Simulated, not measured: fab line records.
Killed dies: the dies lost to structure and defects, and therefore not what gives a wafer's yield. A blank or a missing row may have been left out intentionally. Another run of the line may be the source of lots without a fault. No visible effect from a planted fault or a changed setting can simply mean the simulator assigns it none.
fab line records | flow nand_harc
[record] lots = 12 | wafers = 36 | last_day = 34
route steps=1302 shown P_CONTACT@248 A_BONDPAD@1218 THIN_TSV@1275 END@1302
lots untouched by any fault: they come from a run of this same line in which no faults occurred
start_h: the number of hours between the record's first day and the start of the first shown wafer of the lot | wait_h: how many hours have passed since the lot's step before this one | " same as the row above | L1.1+2: a single row standing in for several wafers | - value missing, or start not given | * or withheld: withheld | < > ~ a bound
route shown NAME@n: NAME is a module with steps in the file, n the number in the route of the first one | usual: mean and standard deviation over wafers with no fault | same: alike in all rows | chamber/n: place in a boat | sites: per-site readings | _std_site: the values' standard deviation | _edge_site: outer sites' mean less inner sites' | radius_mm: for every site, how far away it sits from the centre of the wafer | mask NAME#n: copy n | behind: tool/chamber where the wafer was last shaped | hold: reason for holding the lot/hours on hold/outcome of the hold | device: names the non-switching transistor (n, p or np) | end of line: tests of these same wafers at the route's end | a step with no rows: only its recipe | killed: dies lost to structure and defects at the first sort, not the wafer's yield | map: per-die view of a wafer (x killed, . not killed, _ where there is no die)
set.NAME: the run value of the setting; set.NAME@STEP: its run value at that earlier step | model.NAME: the simulator's own value behind a step, which no gauge read
steps of the route over a sample of lots; a table a step, a row a wafer
services: a tool's chamber out of use, with start hour (start_h, from the record's first day; less than 0 if before it), hours out, and reason
[[steps]]
[step NHARC_P_CONTACT_CVD_23]
[recipe] target_thk_a = 2000 | temp_c = 300 | pressure_torr = 40 | wf6_flow_sccm = 40 | h2_flow_sccm = 1600 | ar_flow_sccm = 1560 | time_s = 557 | material = W
[usual] heater_power_w = 469/27 | throttle_valve_pct = 8.05/0.23
lot.wafer | tool     | chamber | start_h | wait_h | heater_power_w | throttle_valve_pct
L639.1    | cvd_w-02 | 1       | 126.44  | -      | 496            | 8.22
L639.4    | "        | 1       | "       | "      | 499            | 8.33
L639.3    | "        | 0       | "       | "      | 508            | 8.27
L640.2    | cvd_w-01 | 0       | 139.17  | -      | 418            | 8.12
L640.5    | "        | 0       | "       | "      | 399            | 7.53
L640.6    | "        | 1       | "       | "      | 446            | 8.26
L641.1    | cvd_w-01 | 1       | 145.38  | -      | 444            | 7.98
L641.2    | "        | 0       | "       | "      | 412            | 7.92
L641.4    | "        | 0       | "       | "      | 401            | 7.82
L642.3    | cvd_w-02 | 1       | 159.09  | -      | 497            | 8.10
L642.4    | "        | 0       | "       | "      | 476            | 8.30
L642.6    | "        | 0       | "       | "      | 485            | 8.38
L643.2    | cvd_w-01 | 1       | 173.86  | -      | 428            | 8.30
L643.1    | "        | 0       | "       | "      | 422            | 7.57
L643.6    | "        | 0       | "       | "      | 409            | 7.72
L649.1    | cvd_w-01 | 0       | 233.23  | -      | 441            | 7.76
L649.5    | "        | 1       | "       | "      | 468            | 7.81
L649.6    | "        | 0       | "       | "      | 425            | 7.63
L652.1    | cvd_w-01 | 1       | 266.20  | -      | 465            | 8.15
L652.3    | "        | 0       | "       | "      | 430            | 7.71
L652.4    | "        | 1       | "       | "      | 472            | 7.86
L653.3    | cvd_w-02 | 0       | 267.14  | -      | 484            | 8.71
L653.4    | "        | 1       | "       | "      | 494            | 8.47
L653.5    | "        | 0       | "       | "      | 474            | 8.50
L655.3    | cvd_w-02 | 0       | 283.73  | -      | 499            | 7.94
L655.5    | "        | 1       | "       | "      | 478            | 7.93
L655.6    | "        | 0       | "       | "      | 479            | 8.13
L656.1    | cvd_w-02 | 1       | 299.76  | -      | 472            | 7.68
L656.5    | "        | 1       | "       | "      | 472            | 7.86
L656.6    | "        | 0       | "       | "      | 509            | 7.73
L660.1    | cvd_w-01 | 1       | 339.77  | -      | 477            | 8.28
L660.3    | "        | 0       | "       | "      | 449            | 7.58
L660.6    | "        | 0       | "       | "      | 435            | 7.70
L661.2    | cvd_w-01 | 1       | 355.18  | -      | 471            | 8.15
L661.6    | "        | 0       | "       | "      | 448            | 7.78
L661.5    | "        | 1       | "       | "      | 478            | 8.09
[step NHARC_A_BONDPAD_DESCUM_11]
[recipe] time_s = 3 | o2_flow_sccm = 200 | ar_flow_sccm = 0 | bias_power_w = 0 | chemistry = O2
[usual] drypump_motor_current_A = 6.1/0.45 | oes_product_au = 1.005/0.01 | rf_vpp_V = 57.7/0.92 | showerhead_plenum_p_Torr = 1.91/0.089 | throttle_valve_pct = 11.311/0.0092
lot.wafer | tool        | chamber | start_h | wait_h | drypump_motor_current_A | oes_product_au | rf_hours_counter_h | rf_vpp_V | showerhead_plenum_p_Torr | throttle_valve_pct
L639.3    | rie_diel-10 | 0       | 531.66  | -      | 6.2                     | 1.007          | 3                  | 57.7     | 1.84                     | 11.315
L639.1    | "           | 1       | "       | "      | 6.7                     | 0.999          | 3                  | 58.7     | 2.02                     | 11.297
L639.4    | "           | 2       | "       | "      | 5.5                     | 0.988          | 3                  | 56.9     | 1.81                     | 11.308
L640.2    | rie_diel-10 | 1       | 546.26  | -      | 6.7                     | 0.997          | 3                  | 59.0     | 2.02                     | 11.305
L640.6    | "           | 3       | "       | "      | 6.3                     | 0.995          | -                  | 56.6     | 2.00                     | 11.315
L640.5    | "           | 0       | "       | "      | 6.2                     | 1.011          | -                  | 57.1     | 1.84                     | 11.329
L642.4    | rie_diel-10 | 2       | 559.89  | -      | 5.6                     | 0.995          | 4                  | 57.1     | 1.81                     | 11.312
L642.3    | "           | 0       | "       | "      | 6.2                     | 1.023          | 3                  | 56.5     | 1.84                     | 11.311
L642.6    | "           | 2       | "       | "      | 5.6                     | 0.985          | -                  | 58.3     | 1.81                     | 11.294
L641.2    | rie_diel-10 | 1       | 562.00  | -      | 6.8                     | 0.996          | 4                  | 59.1     | 2.02                     | 11.306
L641.1    | "           | 2       | "       | "      | 5.6                     | 0.989          | 4                  | 57.4     | 1.81                     | 11.313
L641.4    | "           | 3       | "       | "      | 6.3                     | 0.999          | 4                  | 57.8     | 2.00                     | 11.314
L643.2    | rie_diel-06 | 0       | 581.54  | -      | 5.9                     | 0.995          | 14                 | 57.7     | 1.94                     | 11.300
L643.1    | "           | 2       | "       | "      | 5.6                     | 1.006          | 15                 | 57.9     | 2.02                     | 11.315
L643.6    | "           | 3       | "       | "      | 5.6                     | 0.994          | -                  | 56.8     | 1.81                     | 11.319
L649.1    | rie_diel-06 | 3       | 646.44  | -      | 5.6                     | 1.008          | 20                 | 58.0     | 1.80                     | 11.319
L649.5    | "           | 1       | "       | "      | 5.4                     | 0.990          | -                  | 57.9     | 1.87                     | 11.302
L649.6    | "           | 2       | "       | "      | 5.5                     | 1.007          | -                  | 57.9     | 2.01                     | 11.315
L652.4    | rie_diel-10 | 0       | 666.40  | -      | 6.2                     | 1.019          | 2                  | 59.3     | 1.84                     | 11.317
L652.3    | "           | 1       | "       | "      | 6.7                     | 0.993          | 2                  | 58.8     | 2.02                     | 11.313
L652.1    | "           | 2       | "       | "      | 5.6                     | 1.021          | 2                  | 55.9     | 1.81                     | 11.313
L653.3    | rie_diel-10 | 3       | 672.25  | -      | 6.3                     | 0.988          | 2                  | 57.9     | 2.00                     | 11.289
L653.4    | "           | 2       | "       | "      | 5.5                     | 1.018          | 2                  | 57.3     | 1.81                     | 11.311
L653.5    | "           | 0       | "       | "      | 6.2                     | 1.005          | -                  | 58.9     | 1.84                     | 11.304
L655.3    | rie_diel-10 | 3       | 692.16  | -      | 6.3                     | 1.001          | 3                  | 60.0     | 2.00                     | 11.299
L655.5    | "           | 3       | "       | "      | 6.3                     | 0.998          | -                  | 58.4     | 2.00                     | 11.309
L655.6    | "           | 0       | "       | "      | 6.2                     | 1.003          | -                  | 59.3     | 1.84                     | 11.311
L656.1    | rie_diel-10 | 2       | 720.43  | -      | 5.5                     | 1.009          | 4                  | 56.9     | 1.81                     | 11.303
L656.6    | "           | 2       | "       | "      | 5.6                     | 1.002          | -                  | 57.4     | 1.81                     | 11.308
L656.5    | "           | 3       | "       | "      | 6.3                     | 1.013          | -                  | 57.7     | 2.00                     | 11.304
L660.1    | rie_diel-06 | 3       | 736.82  | -      | 5.6                     | 1.011          | 8                  | 56.0     | 1.80                     | 11.308
L660.3    | "           | 0       | "       | "      | 5.8                     | 1.003          | 9                  | 58.3     | 1.93                     | 11.302
L660.6    | "           | 0       | "       | "      | 5.9                     | 1.011          | -                  | 58.0     | 1.93                     | 11.318
L661.2    | rie_diel-01 | 3       | 771.02  | -      | 5.1                     | 0.999          | 12                 | 57.4     | 1.92                     | 11.310
L661.5    | "           | 0       | "       | "      | 6.2                     | 1.004          | -                  | 58.7     | 1.80                     | 11.303
L661.6    | "           | 1       | "       | "      | 5.6                     | 0.987          | -                  | 58.0     | 1.90                     | 11.315
[step NHARC_THIN_TSV_ANNEAL_52]
[recipe] temp_c = 225 | time_s = 90
[usual] wafer_temp_C_max = 226.1/0.31
lot.wafer | tool          | chamber | start_h | wait_h | wafer_temp_C_max
L639.1    | rtp_anneal-01 | 0       | 550.65  | 0.6    | 225.9
L639.3    | "             | 0       | "       | "      | 225.9
L639.4    | "             | 0       | "       | "      | 226.5
L640.2    | rtp_anneal-02 | 0       | 565.28  | 0.7    | 225.9
L640.5    | "             | 0       | "       | "      | 225.7
L640.6    | "             | 0       | "       | "      | 225.9
L642.3    | rtp_anneal-02 | 0       | 580.24  | 0.5    | 226.1
L642.4    | "             | 0       | "       | "      | 225.9
L642.6    | "             | 0       | "       | "      | 225.5
L641.1    | rtp_anneal-01 | 0       | 581.27  | 0.6    | 226.3
L641.2    | "             | 0       | "       | "      | 226.9
L641.4    | "             | 0       | "       | "      | 225.9
L643.1    | rtp_anneal-01 | 0       | 600.71  | 0.6    | 226.3
L643.2    | "             | 0       | "       | "      | 226.2
L643.6    | "             | 0       | "       | "      | 226.3
L649.1    | rtp_anneal-01 | 0       | 665.23  | 0.6    | 226.5
L649.5    | "             | 0       | "       | "      | 226.5
L649.6    | "             | 0       | "       | "      | 226.3
L652.1    | rtp_anneal-01 | 0       | 685.29  | 0.6    | 226.4
L652.3    | "             | 0       | "       | "      | 226.3
L652.4    | "             | 0       | "       | "      | 226.2
L653.3    | rtp_anneal-01 | 0       | 693.28  | 0.5    | 226.5
L653.4    | "             | 0       | "       | "      | 226.1
L653.5    | "             | 0       | "       | "      | 226.1
L655.3    | rtp_anneal-01 | 0       | 712.53  | 0.6    | 226.5
L655.5    | "             | 0       | "       | "      | 226.4
L655.6    | "             | 0       | "       | "      | 225.9
L656.1    | rtp_anneal-02 | 0       | 740.18  | 0.5    | 225.9
L656.5    | "             | 0       | "       | "      | 225.8
L656.6    | "             | 0       | "       | "      | 225.8
L660.1    | rtp_anneal-01 | 0       | 760.11  | 0.6    | 225.9
L660.3    | "             | 0       | "       | "      | 226.7
L660.6    | "             | 0       | "       | "      | 226.5
L661.2    | rtp_anneal-02 | 0       | 790.07  | 0.6    | 225.9
L661.5    | "             | 0       | "       | "      | 225.9
L661.6    | "             | 0       | "       | "      | 225.7
[step NHARC_THIN_TSV_ETCH_59]
[recipe] target_depth_a = 8800 | icp_w = 900 | bias_w = 100 | Cl2_flow_sccm = 60 | bcl3_flow_sccm = 30 | time_s = 138.1 | chemistry = Cl2/BCl3
[usual] drypump_motor_current_A = 5.5/0.5 | mfc_cl2_sccm = 60.01/0.19 | oes_product_au = 0.993/0.011 | throttle_valve_pct = 22.264/0.0092
lot.wafer | tool         | chamber | start_h | wait_h | drypump_motor_current_A | mfc_cl2_sccm | oes_product_au | rf_hours_counter_h | throttle_valve_pct
L639.1    | rie_metal-01 | 0       | 552.78  | 0.1    | 5.8                     | 59.86        | 0.996          | 1.9                | 22.273
L639.3    | "            | 0       | "       | "      | 5.8                     | 59.76        | 0.996          | -                  | 22.264
L639.4    | "            | 1       | "       | "      | 5.6                     | 59.74        | 0.994          | -                  | 22.265
L640.2    | rie_metal-03 | 1       | 567.35  | 0.1    | 4.7                     | 59.81        | 1.002          | 0.5                | 22.284
L640.6    | "            | 1       | "       | "      | 4.7                     | 59.72        | 0.988          | -                  | 22.245
L640.5    | "            | 0       | "       | "      | 5.5                     | 59.98        | 1.008          | -                  | 22.284
L642.3    | rie_metal-02 | 0       | 582.33  | 0.2    | 6.3                     | 59.75        | 0.999          | -                  | 22.260
L642.4    | "            | 1       | "       | "      | 5.0                     | 60.01        | 0.972          | -                  | 22.269
L642.6    | "            | 0       | "       | "      | 6.3                     | 60.03        | 0.998          | -                  | 22.261
L641.1    | rie_metal-03 | 0       | 583.49  | 0.1    | 5.5                     | 60.14        | 1.007          | 1.0                | 22.264
L641.2    | "            | 1       | "       | "      | 4.8                     | 59.96        | 0.999          | 0.9                | 22.251
L641.4    | "            | 1       | "       | "      | 4.7                     | 59.84        | 0.994          | -                  | 22.263
L643.1    | rie_metal-02 | 0       | 602.82  | 0.1    | 6.3                     | 59.91        | 0.988          | 3.1                | 22.271
L643.2    | "            | 1       | "       | "      | 5.0                     | 60.18        | 0.971          | 3.1                | 22.250
L643.6    | "            | 0       | "       | "      | 6.3                     | 59.84        | 0.988          | -                  | 22.259
L649.1    | rie_metal-02 | 0       | 667.41  | 0.1    | 6.3                     | 59.91        | 0.996          | 0.7                | 22.260
L649.5    | "            | 1       | "       | "      | 5.0                     | 60.06        | 0.975          | -                  | 22.266
L649.6    | "            | 0       | "       | "      | 6.3                     | 60.09        | 1.004          | -                  | 22.264
L652.1    | rie_metal-02 | 1       | 687.44  | 0.1    | 5.0                     | 59.98        | 0.990          | 1.4                | 22.266
L652.4    | "            | 0       | "       | "      | 6.3                     | 60.05        | 0.997          | -                  | 22.274
L652.3    | "            | 1       | "       | "      | 5.0                     | 60.07        | 0.979          | -                  | 22.256
L653.4    | rie_metal-03 | 0       | 695.49  | 0.2    | 5.5                     | 59.69        | 1.006          | -                  | 22.263
L653.3    | "            | 1       | "       | "      | 4.7                     | 60.45        | 0.995          | -                  | 22.257
L653.5    | "            | 0       | "       | "      | 5.5                     | 59.60        | 1.013          | -                  | 22.268
L655.3    | rie_metal-03 | 0       | 714.79  | 0.2    | 5.5                     | 59.89        | 0.979          | -                  | 22.256
L655.6    | "            | 0       | "       | "      | 5.5                     | 59.92        | 0.981          | -                  | 22.249
L655.5    | "            | 1       | "       | "      | 4.7                     | 60.13        | 0.989          | -                  | 22.259
L656.1    | rie_metal-03 | 1       | 742.46  | 0.1    | 4.7                     | 59.92        | 0.985          | 0.5                | 22.253
L656.6    | "            | 1       | "       | "      | 4.7                     | 59.88        | 0.982          | -                  | 22.275
L656.5    | "            | 0       | "       | "      | 5.5                     | 59.87        | 0.984          | -                  | 22.285
L660.1    | rie_metal-01 | 0       | 762.40  | 0.1    | 5.8                     | 60.05        | 0.997          | 0.0                | 22.264
L660.3    | "            | 0       | "       | "      | 5.9                     | 60.01        | 0.996          | -                  | 22.272
L660.6    | "            | 1       | "       | "      | 5.6                     | 59.94        | 1.006          | -                  | 22.274
L661.2    | rie_metal-03 | 1       | 792.32  | 0.2    | 4.8                     | 59.21        | 0.996          | 1.5                | 22.260
L661.6    | "            | 0       | "       | "      | 5.5                     | 60.08        | 0.987          | -                  | 22.276
L661.5    | "            | 1       | "       | "      | 4.8                     | 59.95        | 0.985          | -                  | 22.271
[step NHARC_END_SORT_01]
[recipe] temp_c = 25
[usual] killed_at_array = 58/19 | killed_at_other = 1.1/1.2 | killed_at_periphery = 3.8/2.4 | killed_dies = 63/18 | killed_open = 3.3/1.8 | killed_short = 2.2/1.6
[same] gross_dies = 677
lot.wafer | tool      | chamber | start_h | wait_h | killed_at_array | killed_at_other | killed_at_periphery | killed_dies | killed_open | killed_short
L649.1    | prober-02 | 0       | 676.39  | 2.5    | 111             | 1               | 37                  | 149         | 1           | 0
L649.5    | prober-02 | 0       | 679.58  | 3.7    | 86              | 1               | 2                   | 89          | 4           | 1
L649.6    | prober-02 | 0       | 680.38  | 4.0    | 82              | 0               | 45                  | 127         | 2           | 1
L652.1    | prober-01 | 0       | 696.26  | 2.5    | 69              | 1               | 2                   | 72          | 2           | 1
L652.3    | prober-01 | 0       | 697.84  | 3.1    | 68              | 1               | 43                  | 112         | 5           | 4
L652.4    | prober-01 | 0       | 698.64  | 3.4    | 68              | 3               | 8                   | 79          | 1           | 3
// killed by level:class
L649.1 A_SLIT:chamber_film_flake=40 P_CONTACT:unspecified=35 A_CHANNEL_HOLE_D1:chamber_film_flake=32 A_CHANNEL_HOLE_D2:chamber_film_flake=26 A_CONTACT:chamber_film_flake=4 P_GATE:chamber_film_flake=2 A_STAIRCASE:chamber_film_flake=2 A_M1:chamber_film_flake=2
L649.5 A_SLIT:chamber_film_flake=29 A_CHANNEL_HOLE_D1:chamber_film_flake=27 A_CHANNEL_HOLE_D2:chamber_film_flake=16 A_WL_FILL:chamber_film_flake=3 A_CONTACT:chamber_film_flake=3 P_CONTACT:geometric_particle:open=2 A_ZERO_WELL:chamber_film_flake=2 A_DECK1_JOINT:chamber_film_flake=2
L649.6 P_CONTACT:unspecified=41 A_CHANNEL_HOLE_D1:chamber_film_flake=28 A_SLIT:chamber_film_flake=25 A_CHANNEL_HOLE_D2:chamber_film_flake=16 A_ZERO_WELL:chamber_film_flake=4 A_CONTACT:chamber_film_flake=3 P_GATE:chamber_film_flake=2 P_M0:geometric_particle:open=1
L652.1 A_SLIT:chamber_film_flake=33 A_CHANNEL_HOLE_D2:chamber_film_flake=16 A_STAIRCASE:chamber_film_flake=5 A_CHANNEL_HOLE_D1:chamber_film_flake=4 A_CONTACT:chamber_film_flake=4 A_M1:chamber_film_flake=2 P_CONTACT:geometric_particle:short=1 A_SOURCE_PLATE:geometric_particle:open=1
L652.3 P_CONTACT:unspecified=39 A_SLIT:chamber_film_flake=26 A_CHANNEL_HOLE_D2:chamber_film_flake=15 A_CHANNEL_HOLE_D1:chamber_film_flake=11 A_STAIRCASE:chamber_film_flake=4 A_CONTACT:chamber_film_flake=3 P_M1:chamber_film_flake=2 P_CONTACT:geometric_particle:open=1
L652.4 A_CHANNEL_HOLE_D2:chamber_film_flake=28 A_SLIT:chamber_film_flake=27 A_CHANNEL_HOLE_D1:chamber_film_flake=9 P_M1:chamber_film_flake=3 THIN_TSV:chamber_film_flake=3 A_DECK1_JOINT:geometric_particle:short=2 P_STI:chamber_film_flake=2 A_STAIRCASE:chamber_film_flake=2
[[services]]
tool          | chamber | start_h | hours | kind
rie_metal-03  | -       | 165.00  | 9.0   | pm
cvd_w-01      | -       | 185.54  | 13.0  | pm
rie_diel-10   | 0       | 240.26  | 5.1   | repair
rie_diel-10   | -       | 242.50  | 9.0   | pm
rie_diel-10   | 1       | 252.31  | 6.8   | repair
rie_diel-10   | 0       | 254.83  | 9.8   | repair
cvd_w-02      | 1       | 256.12  | 3.9   | repair
rie_diel-10   | 1       | 313.67  | 14.9  | repair
rie_metal-03  | -       | 342.00  | 9.0   | pm
cvd_w-01      | -       | 366.63  | 13.0  | pm
rtp_anneal-01 | -       | 372.00  | 12.0  | pm
rie_diel-10   | 3       | 389.88  | 6.5   | repair
rie_diel-10   | -       | 419.50  | 9.0   | pm
rie_diel-10   | 1       | 430.96  | 3.3   | repair
rie_metal-03  | -       | 519.00  | 9.0   | pm
rie_metal-03  | 1       | 533.67  | 12.6  | repair
rie_diel-10   | 2       | 544.89  | 6.4   | repair
cvd_w-01      | -       | 547.96  | 13.0  | pm
rie_diel-10   | -       | 596.50  | 9.0   | pm
cvd_w-01      | -       | 629.74  | 0.4   | repair
rie_metal-03  | -       | 696.00  | 9.0   | pm
cvd_w-01      | -       | 725.35  | 0.5   | repair
cvd_w-01      | -       | 728.96  | 13.0  | pm
rie_diel-10   | -       | 773.50  | 9.0   | pm
[[key]]
[first_sign] step = NHARC_END_SORT_01 | reading = killed_at_periphery | direction = up | sigmas = 16 | usual = 3.8 | struck = 41.7
[effect] step = NHARC_END_SORT_01 | reading = killed_dies | direction = up | sigmas = 3.6 | usual = 63 | struck = 129
[more_kills_born_at] NHARC_P_CONTACT_CVD_23@cvd_w-01 = 115
met_at NHARC_P_CONTACT_CVD_23
struck_lots L649,L652
struck_wafers L649.1,L649.6,L652.3
tester_left_out L649,L652
[loop_trim] step = NHARC_P_CONTACT_EXPOSE_09 | setting = dose | lots = L652
not_acting_at NHARC_A_BONDPAD_DESCUM_11,NHARC_THIN_TSV_ANNEAL_52,NHARC_THIN_TSV_ETCH_59
onset_between 173.86 233.23
[fault] kind = chamber_particle_source | tool = cvd_w-01 | chamber = 0 | onset_h = 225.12 | steps = NHARC_P_CONTACT_CVD_23 | rate_per_visit_cm2 = 0.43761 | end_h = 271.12
// tester_left_out: of these lots the tester's yield and bins aren't shown, on N5 and GAA mostly nor the transistor test; their killed dies are dies lost to structure and defects alone, not to doping, threshold or leakage, so they don't give the yield
// loop_trim: a control loop set the setting to another value than it would have without faults
